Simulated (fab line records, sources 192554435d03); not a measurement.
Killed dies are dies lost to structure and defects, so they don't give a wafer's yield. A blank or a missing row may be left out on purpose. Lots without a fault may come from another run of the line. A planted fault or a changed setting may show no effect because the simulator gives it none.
One fault seen from 3 desks | flow n5_finfet | each desk has only its own numbers; what lay behind them comes last

THE TOOL OWNER'S DESK: rie_diel-06
The tool's own readings at N5_BEOL_M5_ETCH_62 (etches SOC in N2/H2, target depth 75 nm, overetch 15 nm, time 112.5 s): means of the sampled wafers that have a number, for each lot that ran on this tool. A lot is out of limits, marked OUT, if its mean lies more than 4 standard deviations from the usual mean; the brackets give that distance.
Columns: A = chamber_pressure_mTorr at N5_BEOL_M5_ETCH_62, usual 30.00 mTorr; B = drypump_motor_current_A at N5_BEOL_M5_ETCH_62, usual 5.7 A; C = oes_product_au at N5_BEOL_M5_ETCH_62, usual 0.62 a.u.; D = rf_fwd_power_W at N5_BEOL_M5_ETCH_62, usual 836.0 W; E = rf_vpp_V at N5_BEOL_M5_ETCH_62, usual 523.5 V; F = showerhead_plenum_p_Torr at N5_BEOL_M5_ETCH_62, usual 2.53 Torr; G = throttle_valve_pct at N5_BEOL_M5_ETCH_62, usual 17.84 %
lot  | first seen here | A     | B   | C    | D               | E                | F    | G
L247 | day 8 19:59     | 29.96 | 5.3 | 0.68 | 834.4           | 523.5            | 2.50 | 17.73
L258 | day 11 19:26    | 30.00 | 5.8 | 0.55 | 838.5           | 522.8            | 2.52 | 18.01
L262 | day 13 12:13    | 30.01 | 6.2 | 0.56 | 837.0           | 521.3            | 2.45 | 17.80
L260 | day 13 20:41    | 29.98 | 5.6 | 0.54 | 903.6 (+26) OUT | 512.1 (-4.4) OUT | 2.58 | 18.23
L265 | day 14 22:30    | 29.99 | 5.5 | 0.54 | 970.9 (+52) OUT | 500.0 (-9.0) OUT | 2.54 | 18.19
This desk's finding: out of limits on L260, L265; first on L260, day 13 20:41 (rf_fwd_power_W at N5_BEOL_M5_ETCH_62). In limits: L247, L258, L262.

THE DEFECT DESK
What the inspections along the route counted, lot by lot: means of the sampled wafers that have a number. A lot is out of limits, marked OUT, if its mean lies more than 4 standard deviations from the usual mean; the brackets give that distance.
Columns: A = raw_defect_count at N5_BEOL_M4_INSPECT_59, usual 68
lot  | first seen here | A
L247 | day 8 17:10     | 56
L250 | day 9 01:04     | 64
L254 | day 10 16:59    | 53
L258 | day 11 14:40    | 62
L262 | day 13 08:40    | 83
L260 | day 13 17:02    | 106
L265 | day 14 20:07    | 77
L267 | day 14 22:30    | 71
L270 | day 15 15:23    | 52
L269 | day 15 22:17    | 98
This desk's finding: nothing out of limits on any of the 10 lots.

THE METROLOGY DESK
What the gauges read, lot by lot, whatever tool the lot ran on: means of the sampled wafers that have a number. A lot is out of limits, marked OUT, if its mean lies more than 4 standard deviations from the usual mean; the brackets give that distance.
Columns: A = cd_nm at N5_BEOL_M5_CD_MEAS_18, usual 27.99 nm
lot  | first seen here | A
L247 | day 8 20:25     | 28.12
L250 | day 9 04:55     | 27.51
L254 | day 10 20:55    | 27.80
L258 | day 11 19:49    | 28.11
L262 | day 13 12:34    | 28.06
L260 | day 13 21:03    | 28.15
L265 | day 14 22:55    | 27.98
L267 | day 15 01:22    | 27.81
L270 | day 15 19:10    | 28.13
L269 | day 16 02:40    | 28.11
This desk's finding: nothing out of limits on any of the 10 lots.

PUT TOGETHER
The tool owner's desk could have raised an alarm at day 13 20:41, on L260, L265.
The defect desk saw nothing out of limits.
The metrology desk saw nothing out of limits.
The defect desk has L260, L265 on record, within its limits.
The metrology desk has L260, L265 on record, within its limits.
Of the lots named, all ran N5_BEOL_M5_ETCH_62 on rie_diel-06.

WHAT THE SIMULATOR HAD PUT IN
Process parameter drift: rie_diel-06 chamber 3, from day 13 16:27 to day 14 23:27, at N5_BEOL_M5_ETCH_62. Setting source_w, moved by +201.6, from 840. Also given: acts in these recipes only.
Lots struck among those shown: L260, L265.
Hours from the fault's start to each desk's first reading out of limits: the tool owner's desk, 4.
